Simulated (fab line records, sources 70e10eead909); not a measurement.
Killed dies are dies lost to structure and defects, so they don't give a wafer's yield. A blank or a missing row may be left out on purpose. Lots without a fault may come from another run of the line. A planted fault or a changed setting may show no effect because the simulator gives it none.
A struck lot beside a sound one | flow nand_harc | 23 steps out of a route of 1159
Sound: wafers L567.1, L567.2, L567.6. Struck: wafers L571.3, L571.4, L571.5. The cause comes at the end.
At each step with rows: each side's tool, then ch and its chambers, then its first start. Under that, the readings that differ: sound wafers | struck wafers | difference of the means | sigmas: that difference in standard deviations of wafers without a fault.
alike: readings whose means differ by less than 2 such deviations, and words and numbers that are the same on both sides. not compared: withheld readings, readings that some wafer has no value for, bounds like >300 that may hide the same value, and numbers for which the record gives no deviation and whose values overlap.
The two part at a step that has a row with sigmas, a row that says differs or no value, or rows on one side only. Numbers that don't overlap but have no deviation are shown without sigmas and don't part them. A reading that every wafer of one side lacks parts them only if that side has two wafers or more.

NHARC_A_BLC_CVD_24: deposits W, target thk 150 nm, time 434 s.
  sound on cvd_w-01 ch 0,1; struck on cvd_w-02 ch 0,1
  reading            | sound       | struck      | difference | sigmas
  heater_power_w (W) | 496 514 511 | 449 472 450 | -50        | -2
  alike: chamber_pressure_Torr, throttle_valve_pct
NHARC_A_BLC_CMP_25: polishes, t overpolish 30 s, target thk 150 nm.
  sound on cmp-02 ch 0,2, day 18 12:59; struck on cmp-02 ch 0,1,2, day 19 22:14
  alike: motor_current_A, overpolish_run_s, slurry_flow_ml_min, time_to_endpoint_s
  not compared: pad_life_wafers
then, 1 step without rows for these wafers: NHARC_A_BLC_SRD_27.
NHARC_A_BLC_INSPECT_28:
  sound on defect_inspect-01, day 18 13:22; struck on defect_inspect-01, day 19 22:35
  alike: raw_defect_count
then, 7 steps without rows for these wafers: NHARC_A_M0_DEP_00 (deposits SiOC, target thk 150 nm); NHARC_A_M0_DEHYDRATE_01 (time 120 s); NHARC_A_M0_HMDS_02 (time 30 s); NHARC_A_M0_COAT_33 (time 65 s); NHARC_A_M0_COAT_03 (resist thk 90 nm); NHARC_A_M0_SOFTBAKE_04 (time 55 s); NHARC_A_M0_EBR_05.
NHARC_A_M0_EXPOSE_06: exposes mask A M0, target cd 80 nm.
  sound on arfi_scanner-02 ch 0, day 18 14:08; struck on arfi_scanner-02 ch 0, day 19 23:35
  reading              | sound          | struck            | difference | sigmas
  exposure_dose_mJ_cm2 | 84.6 84.5 84.5 | 114.7 114.8 114.7 | +30.2      | +43
  alike: mask
then, 2 steps without rows for these wafers: NHARC_A_M0_PEB_07 (peb time 65 s); NHARC_A_M0_DEVELOP_08 (develop time 35 s).
NHARC_A_M0_CD_MEAS_09: target cd 80 nm.
  sound on cd_sem-02 ch 0, day 18 14:16; struck on cd_sem-03 ch 0, day 19 23:43
  reading    | sound          | struck           | difference | sigmas
  cd_nm (nm) | 80.0 79.7 79.7 | 100.4 99.9 100.6 | +20.5      | +29
NHARC_A_M0_OVL_MEAS_10: pitch 160 nm.
  sound on overlay-02, day 18 14:22; struck on overlay-01, day 19 23:49
  alike: overlay_x_nm, overlay_y_nm
NHARC_A_M0_INSPECT_11:
  sound on defect_inspect-02, day 18 14:24; struck on defect_inspect-01, day 19 23:52
  alike: raw_defect_count
NHARC_A_M0_DESCUM_14: chemistry O2, time 3 s.
  sound on rie_diel-07 ch 0,1, day 18 14:28; struck on rie_diel-06 ch 1,3, day 19 23:55
  reading               | sound             | struck            | difference | sigmas
  model.A_M0.cd_nm (nm) | 79.94 80.61 80.17 | 99.84 99.73 101.1 | +19.98     |
  alike: drypump_motor_current_A, oes_product_au, rf_vpp_V, showerhead_plenum_p_Torr, throttle_valve_pct
  not compared: rf_hours_counter_h
NHARC_A_M0_ETCH_34: etches the open film in N2/H2, target depth 40 nm, overetch 12 nm, time 43.94 s.
  sound on rie_diel-07 ch 0,3, day 18 14:32; struck on rie_diel-06 ch 0,1,2, day 20 00:01
  alike: drypump_motor_current_A, h2_flow_sccm, oes_product_au, rf_vpp_V, showerhead_plenum_p_Torr, throttle_valve_pct
  not compared: rf_hours_counter_h
NHARC_A_M0_ETCH_15: etches the open film in C4F8/Ar, target depth 150 nm, overetch 15 nm, time 82.5 s.
  sound on rie_diel-07 ch 1,3; struck on rie_diel-06 ch 1,3
  reading               | sound             | struck            | difference | sigmas
  rf_vpp_V (V)          | 442.4 444.5 442.6 | 439.8 438.2 439.5 | -4.0       | -2
  model.A_M0.cd_nm (nm) | 79.78 80.04 80    | 99.93 100.2 102.5 | +20.94     |
  alike: oes_product_au
  not compared: rf_hours_counter_h
NHARC_A_M0_CD_MEAS_16:
  sound on cd_sem-01, day 18 14:46; struck on cd_sem-03, day 20 00:13
  reading    | sound          | struck           | difference | sigmas
  cd_nm (nm) | 79.6 80.1 79.8 | 99.6 100.2 102.2 | +20.8      | +22
NHARC_A_M0_STRIP_18: strips in N2/H2.
  sound on rie_diel-07 ch 1,3, day 18 14:50; struck on rie_diel-06 ch 1,2, day 20 00:17
  alike: drypump_motor_current_A, h2_flow_sccm, oes_product_au, rf_vpp_V, showerhead_plenum_p_Torr, throttle_valve_pct
  not compared: rf_hours_counter_h
then, 1 step without rows for these wafers: NHARC_END_SORT_01.

WHERE THEY PART
First at NHARC_A_BLC_CVD_24; last, within this record, at NHARC_A_M0_CD_MEAS_16. Later steps at which nothing parts them and some readings are alike: NHARC_A_M0_STRIP_18.

WHY: what the simulator had put in
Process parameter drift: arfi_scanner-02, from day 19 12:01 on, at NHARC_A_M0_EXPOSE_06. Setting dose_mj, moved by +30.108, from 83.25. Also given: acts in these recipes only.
